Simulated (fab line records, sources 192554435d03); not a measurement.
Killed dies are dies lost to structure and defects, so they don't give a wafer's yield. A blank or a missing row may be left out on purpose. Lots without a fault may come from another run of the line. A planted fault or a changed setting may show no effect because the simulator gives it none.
Split-lot experiment | flow n5_finfet | 7 lots, 21 wafers read, on a route of 1938 steps

THE SPLIT
At N5_BEOL_M15_SPUTTER_44 (material Ta, target thk 15 nm, time 24.19 s), the setting time_s was moved away from the recipe's 24.19 s on 5 of the 21 wafers read, by -10.7% to -3.8%. The other wafers ran this setting at the recipe's value.

The reading is taken at the split's own step.

THE READING
Ta_of_BEOL_M15_SPUTTER_44.thk_nm (the simulator's own value, which no gauge read), in nm, at N5_BEOL_M15_SPUTTER_44 (material Ta, target thk 15 nm, time 24.19 s). The file gives no usual value for it. The 16 wafers here that ran the recipe average 15.1 nm, standard deviation 0.28 nm.

wafer  | tool, chamber at the split | time_s as run, s | against the recipe | Ta_of_BEOL_M15_SPUTTER_44.thk_nm, nm | against lot-mates on the recipe
L079.3 | pvd_sputter-02, -          | 24.19            | recipe             | 15.4                                 | -
L079.5 | pvd_sputter-02, -          | 24.19            | recipe             | 15.4                                 | -
L079.6 | pvd_sputter-02, -          | 24.19            | recipe             | 15.4                                 | -
L080.1 | pvd_sputter-03, -          | 23.27            | -3.8%              | 14.2                                 | -0.4
L080.5 | pvd_sputter-03, -          | 24.19            | recipe             | 14.6                                 | -
L080.6 | pvd_sputter-03, -          | 23.27            | -3.8%              | 14.4                                 | -0.2
L087.1 | pvd_sputter-03, -          | 22.92            | -5.3%              | 14.4                                 | -1.0
L087.4 | pvd_sputter-03, -          | 24.19            | recipe             | 15.4                                 | -
L087.5 | pvd_sputter-03, -          | 22.92            | -5.3%              | 14.6                                 | -0.8
L086.1 | pvd_sputter-02, -          | 24.19            | recipe             | 14.6                                 | -
L086.2 | pvd_sputter-02, -          | 24.19            | recipe             | 15                                   | -
L086.3 | pvd_sputter-02, -          | 24.19            | recipe             | 14.8                                 | -
L088.1 | pvd_sputter-02, -          | 24.19            | recipe             | 15.2                                 | -
L088.3 | pvd_sputter-02, -          | 24.19            | recipe             | 15.2                                 | -
L088.6 | pvd_sputter-02, -          | 24.19            | recipe             | 15.4                                 | -
L089.2 | pvd_sputter-01, -          | 24.19            | recipe             | 15.2                                 | -
L089.4 | pvd_sputter-01, -          | 21.59            | -10.7%             | 13.6                                 | -1.7
L089.6 | pvd_sputter-01, -          | 24.19            | recipe             | 15.4                                 | -
L093.4 | pvd_sputter-03, -          | 24.19            | recipe             | 15                                   | -
L093.5 | pvd_sputter-03, -          | 24.19            | recipe             | 14.8                                 | -
L093.6 | pvd_sputter-03, -          | 24.19            | recipe             | 15.2                                 | -

THE FIT
A straight line over all 21 wafers: Ta_of_BEOL_M15_SPUTTER_44.thk_nm changes by +0.145 nm for each +1% of time_s; r = +0.83; the points scatter about the line by 0.28 nm.
The same after taking each lot's own level away (the mean of its wafers on the recipe; 21 wafers): +0.152 nm for each +1%; r = +0.95; scatter 0.15 nm.
On that fit, the largest move of time_s shifts the reading by 1.6 nm.
The lots' own levels span 14.60 to 15.40 nm, that is 2.8 times the standard deviation above.
So the lot-to-lot level changes the slope little: the two slopes agree.
Check: with one of the wafers moved furthest among these (-10.7%) left out of the fit, the line predicts -1.51 nm for it against its lot-mates. It came out at -1.7 nm against them.

OTHER SPLITS ON THESE WAFERS
These wafers also went through other splits before the reading. Each is held against what the fit with the lots' levels taken away leaves over:
other split on the same wafers | wafers away from the commonest value | r with Ta_of_BEOL_M15_SPUTTER_44.thk_nm (lot level and that fit taken away)
N5_BEOL_M10_DESCUM_16 time_s   | 8                                    | -0.09
N5_BEOL_M11_PECVD_70 temp_c    | 8                                    | +0.26
N5_BEOL_M13_COAT_22 spin_rpm   | 4                                    | +0.05
N5_BEOL_M13_EXPOSE_25 dose_mj  | 14                                   | +0.19
N5_BEOL_M14_ETCH_68 time_s     | 5                                    | -0.26
N5_BEOL_M14_SPUTTER_43 power_w | 5                                    | +0.14
N5_BEOL_M15_ETCH_61 time_s     | 8                                    | +0.01

THE FILE'S OWN FIT
Ta_of_BEOL_M15_SPUTTER_44.thk_nm changes by +0.153 nm for each +1% of time_s, r = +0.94.
